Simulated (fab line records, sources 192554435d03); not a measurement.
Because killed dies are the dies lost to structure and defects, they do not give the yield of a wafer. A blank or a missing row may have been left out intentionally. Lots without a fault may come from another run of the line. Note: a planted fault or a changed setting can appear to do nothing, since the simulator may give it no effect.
Lot-split experiment + flow n5 finfet + 7 lots, 39 wafers read, on a route of 1938 steps

== SPLIT DETAILS ==
At N5_BEOL_M12_ETCH_68 (etches SOC in N2/H2, time 285 s), the setting time s was moved away from the recipe's 285 s on 15 of the 39 wafers read, by -49.7% to +59.3%. For the rest of the wafers, this setting stayed at what the recipe calls for.

The reading is taken at the split's own step.

== THE READING ==
SiARC_of_BEOL_M12_COAT_66.thk nm (the simulator's own value, which no gauge read), in nm, at N5_BEOL_M12_ETCH_68 (etches SOC in N2/H2, time 285 s). The file gives no usual value for it. Average 85.9 nm, standard deviation 0.5 nm, over the 24 wafers here run with the recipe.

| wafer  | tool, chamber at the split | time s as run, s | against the recipe | SiARC_of_BEOL_M12_COAT_66.thk nm, nm | against lot-mates on the recipe |
|--------|----------------------------|------------------|--------------------|--------------------------------------|---------------------------------|
| L074.1 | rie diel-04, 3,2           | 285              | recipe             | 85.4                                 | -                               |
| L074.4 | rie diel-04, 3,2           | 285              | recipe             | 85.4                                 | -                               |
| L074.2 | rie diel-04, 0             | 285              | recipe             | 84.8                                 | -                               |
| L074.3 | rie diel-04, 1             | 285              | recipe             | 85.8                                 | -                               |
| L074.5 | rie diel-04, 1             | 285              | recipe             | 86                                   | -                               |
| L074.6 | rie diel-04, 0             | 285              | recipe             | 85                                   | -                               |
| L077.1 | rie diel-01, 1             | 285              | recipe             | 86                                   | -                               |
| L077.2 | rie diel-01, 3             | 285              | recipe             | 86.4                                 | -                               |
| L077.6 | rie diel-01, 3             | 285              | recipe             | 86.4                                 | -                               |
| L075.1 | rie diel-01, 0             | 285              | recipe             | 85.8                                 | -                               |
| L075.2 | rie diel-01, 1             | 285              | recipe             | 85.4                                 | -                               |
| L075.3 | rie diel-01, 2             | 454.1            | +59.3%             | 71.4                                 | -14.2                           |
| L075.4 | rie diel-01, 3             | 454.1            | +59.3%             | 71.6                                 | -14.0                           |
| L075.5 | rie diel-01, 0             | 454.1            | +59.3%             | 71.2                                 | -14.4                           |
| L075.6 | rie diel-01, 3             | 285              | recipe             | 85.6                                 | -                               |
| L079.1 | rie diel-06, 2             | 285              | recipe             | 86.2                                 | -                               |
| L079.2 | rie diel-06, 3             | 285              | recipe             | 86.8                                 | -                               |
| L079.3 | rie diel-06, 0             | 191.7            | -32.7%             | 94                                   | +7.7                            |
| L079.5 | rie diel-06, 0             | 191.7            | -32.7%             | 94                                   | +7.7                            |
| L079.4 | rie diel-06, 2             | 285              | recipe             | 85.8                                 | -                               |
| L079.6 | rie diel-06, 3             | 191.7            | -32.7%             | 94.2                                 | +7.9                            |
| L088.1 | rie diel-04, 0             | 427.5            | +50.0%             | 73                                   | -12.5                           |
| L088.2 | rie diel-04, 3,1           | 427.5            | +50.0%             | 73.6                                 | -11.9                           |
| L088.4 | rie diel-04, 3,1           | 427.5            | +50.0%             | 73.6                                 | -11.9                           |
| L088.3 | rie diel-04, 1,0           | 285              | recipe             | 85.4                                 | -                               |
| L088.6 | rie diel-04, 1,0           | 285              | recipe             | 85.4                                 | -                               |
| L088.5 | rie diel-04, 3             | 285              | recipe             | 85.8                                 | -                               |
| L093.1 | rie diel-01, 2             | 285              | recipe             | 86.2                                 | -                               |
| L093.2 | rie diel-01, 1             | 285              | recipe             | 86                                   | -                               |
| L093.3 | rie diel-01, 0             | 143.4            | -49.7%             | 97.8                                 | +11.6                           |
| L093.5 | rie diel-01, 0             | 143.4            | -49.7%             | 97.8                                 | +11.6                           |
| L093.4 | rie diel-01, 3             | 285              | recipe             | 86.4                                 | -                               |
| L093.6 | rie diel-01, 3             | 143.4            | -49.7%             | 98                                   | +11.8                           |
| L097.1 | rie diel-01, 1,2           | 143.5            | -49.6%             | 98.6                                 | +12.3                           |
| L097.2 | rie diel-01, 1,2           | 143.5            | -49.6%             | 98.6                                 | +12.3                           |
| L097.3 | rie diel-01, 0             | 143.5            | -49.6%             | 98.2                                 | +11.9                           |
| L097.4 | rie diel-01, 3             | 285              | recipe             | 86.6                                 | -                               |
| L097.5 | rie diel-01, 0             | 285              | recipe             | 85.8                                 | -                               |
| L097.6 | rie diel-01, 1             | 285              | recipe             | 86.4                                 | -                               |
When a row names more than one chamber, that row covers several wafers, and the file does not tell which wafer ran in which chamber.

FIT RESULTS
A straight line over all 39 wafers: SiARC_of_BEOL_M12_COAT_66.thk nm changes by -0.247 nm for each +1% of time s; r = -1.00; the points scatter about the line by 0.44 nm.
The same after taking each lot's own level away (the mean of its wafers on the recipe; 39 wafers): -0.24 nm for each +1%; r = -1.00; scatter 0.3 nm.
That fit puts the effect of the largest move of time s on the reading at 14 nm.
The span of the lots' own levels, 85.40 to 86.27 nm, comes to 1.7 times the standard deviation stated above.
Hence the lot-to-lot level has little effect on the slope; both slopes agree.
Check: for one of the wafers moved furthest among these (+59.3%), held out of the fit, the line's prediction against its lot-mates is -14.3 nm. Against them it came out at -14.2 nm.

== THESE WAFERS: OTHER SPLITS ==
Before the reading, these wafers also passed through other splits. Each is held against what the fit with the lots' levels taken away leaves over:
| other split on the same wafers   | wafers away from the commonest value | r with SiARC_of_BEOL_M12_COAT_66.thk nm (lot level and that fit taken away) |
|----------------------------------|--------------------------------------|-----------------------------------------------------------------------------|
| N5_BEOL_M9_TRENCH_ETCH_37 time s | 9                                    | -0.03                                                                       |
| N5_BEOL_M12_ILD_DEP_00 time s    | 18                                   | -0.17                                                                       |

== FILE'S OWN FIT ==
SiARC_of_BEOL_M12_COAT_66.thk nm changes by -0.24 nm for each +1% of time s, r = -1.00.
